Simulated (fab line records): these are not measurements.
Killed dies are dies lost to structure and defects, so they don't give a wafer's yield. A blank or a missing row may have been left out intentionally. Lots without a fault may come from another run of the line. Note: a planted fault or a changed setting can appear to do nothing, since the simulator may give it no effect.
Split-lot study + flow n5Finfet + route with 1938 steps; 7 lots, 39 wafers read

## ON THE SPLIT
At N5_FIN_SAQP_EXPOSE_13 (exposes mask FIN CORE, target cd 35.6 nm), the setting doseMj was moved away from the recipe's 63.25 on 18 of the 39 wafers read, by -2.8% to +8.0%. For the rest of the wafers, this setting stayed at what the recipe calls for.

## FROM THE SPLIT TO THE READING: what the file shows between them, 2 steps
- N5_FIN_SAQP_PEB_14: peb time 60 s
- N5_FIN_SAQP_DEVELOP_15: develop time 30 s

## THE READING
At N5_FIN_SAQP_CD_MEAS_16: cdNm in nanometres, against a target cd of 35.6 nm. On this fab line, fault-free wafers typically give 35.51 nm with a standard deviation of 0.26 nm.

| wafer  | tool, chamber at the split | doseMj as run | against the recipe | cdNm, nm | against lot-mates on the recipe |
|--------|----------------------------|---------------|--------------------|----------|---------------------------------|
| L075.1 | arfiScanner-01, 0          | 63.25         | recipe             | 35.27    | -                               |
| L075.2 | arfiScanner-01, 0          | 63.25         | recipe             | 35.72    | -                               |
| L075.3 | arfiScanner-01, 0          | 65.9          | +4.2%              | 34.47    | -1.06                           |
| L075.4 | arfiScanner-01, 0          | 65.9          | +4.2%              | 34.29    | -1.24                           |
| L075.5 | arfiScanner-01, 0          | 63.25         | recipe             | 35.61    | -                               |
| L075.6 | arfiScanner-01, 0          | 65.9          | +4.2%              | 33.92    | -1.61                           |
| L083.1 | arfiScanner-02, 0          | 63.25         | recipe             | 35.42    | -                               |
| L083.2 | arfiScanner-02, 0          | 61.47         | -2.8%              | 36.38    | +0.83                           |
| L083.3 | arfiScanner-02, 0          | 61.47         | -2.8%              | 36.60    | +1.05                           |
| L083.4 | arfiScanner-02, 0          | 63.25         | recipe             | 35.35    | -                               |
| L083.5 | arfiScanner-02, 0          | 61.47         | -2.8%              | 36.64    | +1.09                           |
| L083.6 | arfiScanner-02, 0          | 63.25         | recipe             | 35.88    | -                               |
| L084.1 | arfiScanner-02, 0          | 63.25         | recipe             | 35.60    | -                               |
| L084.2 | arfiScanner-02, 0          | 63.25         | recipe             | 35.61    | -                               |
| L084.3 | arfiScanner-02, 0          | 67.62         | +6.9%              | 33.83    | -1.81                           |
| L084.4 | arfiScanner-02, 0          | 63.25         | recipe             | 35.71    | -                               |
| L084.5 | arfiScanner-02, 0          | 67.62         | +6.9%              | 33.47    | -2.17                           |
| L084.6 | arfiScanner-02, 0          | 67.62         | +6.9%              | 33.35    | -2.29                           |
| L086.1 | arfiScanner-02, 0          | 63.25         | recipe             | 35.42    | -                               |
| L086.2 | arfiScanner-02, 0          | 63.25         | recipe             | 35.36    | -                               |
| L086.4 | arfiScanner-02, 0          | 63.25         | recipe             | 35.71    | -                               |
| L092.1 | arfiScanner-02, 0          | 65.03         | +2.8%              | 34.94    | -0.42                           |
| L092.2 | arfiScanner-02, 0          | 65.03         | +2.8%              | 34.38    | -0.98                           |
| L092.3 | arfiScanner-02, 0          | 65.03         | +2.8%              | 34.84    | -0.52                           |
| L092.4 | arfiScanner-02, 0          | 63.25         | recipe             | 35.25    | -                               |
| L092.5 | arfiScanner-02, 0          | 63.25         | recipe             | 35.48    | -                               |
| L092.6 | arfiScanner-02, 0          | 63.25         | recipe             | 35.34    | -                               |
| L094.1 | arfiScanner-03, 0          | 68.3          | +8.0%              | 33.41    | -1.83                           |
| L094.2 | arfiScanner-03, 0          | 68.3          | +8.0%              | 33.39    | -1.85                           |
| L094.3 | arfiScanner-03, 0          | 63.25         | recipe             | 34.88    | -                               |
| L094.4 | arfiScanner-03, 0          | 63.25         | recipe             | 35.56    | -                               |
| L094.5 | arfiScanner-03, 0          | 68.3          | +8.0%              | 33.25    | -1.99                           |
| L094.6 | arfiScanner-03, 0          | 63.25         | recipe             | 35.29    | -                               |
| L097.1 | arfiScanner-03, 0          | 63.25         | recipe             | 35.60    | -                               |
| L097.2 | arfiScanner-03, 0          | 63.25         | recipe             | 35.84    | -                               |
| L097.3 | arfiScanner-03, 0          | 61.81         | -2.3%              | 36.13    | +0.51                           |
| L097.4 | arfiScanner-03, 0          | 61.81         | -2.3%              | 36.15    | +0.53                           |
| L097.5 | arfiScanner-03, 0          | 63.25         | recipe             | 35.41    | -                               |
| L097.6 | arfiScanner-03, 0          | 61.81         | -2.3%              | 35.70    | +0.08                           |

THE FIT
A straight line over all 39 wafers: cdNm changes by -0.282 nm for each +1% of doseMj; r = -0.97; the points scatter about the line by 0.23 nm.
The same after taking each lot's own level away (the mean of its wafers on the recipe; 39 wafers): -0.269 nm for each +1%; r = -0.96; scatter 0.24 nm.
That fit puts the effect of the largest move of doseMj on the reading at 2.2 nm.
The span of the lots' own levels, 35.243 to 35.640 nm, comes to 1.5 times the standard deviation stated above.
Hence the lot-to-lot level has little effect on the slope; both slopes agree.
Check: -2.21 nm against its lot-mates is what the line predicts for one of the wafers moved furthest among these (+8.0%) when that wafer is left out of the fit. It came out at -1.83 nm against them.

## THE FILE'S OWN FIT
cdNm changes by -0.27 nm for each +1% of doseMj, r = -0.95.
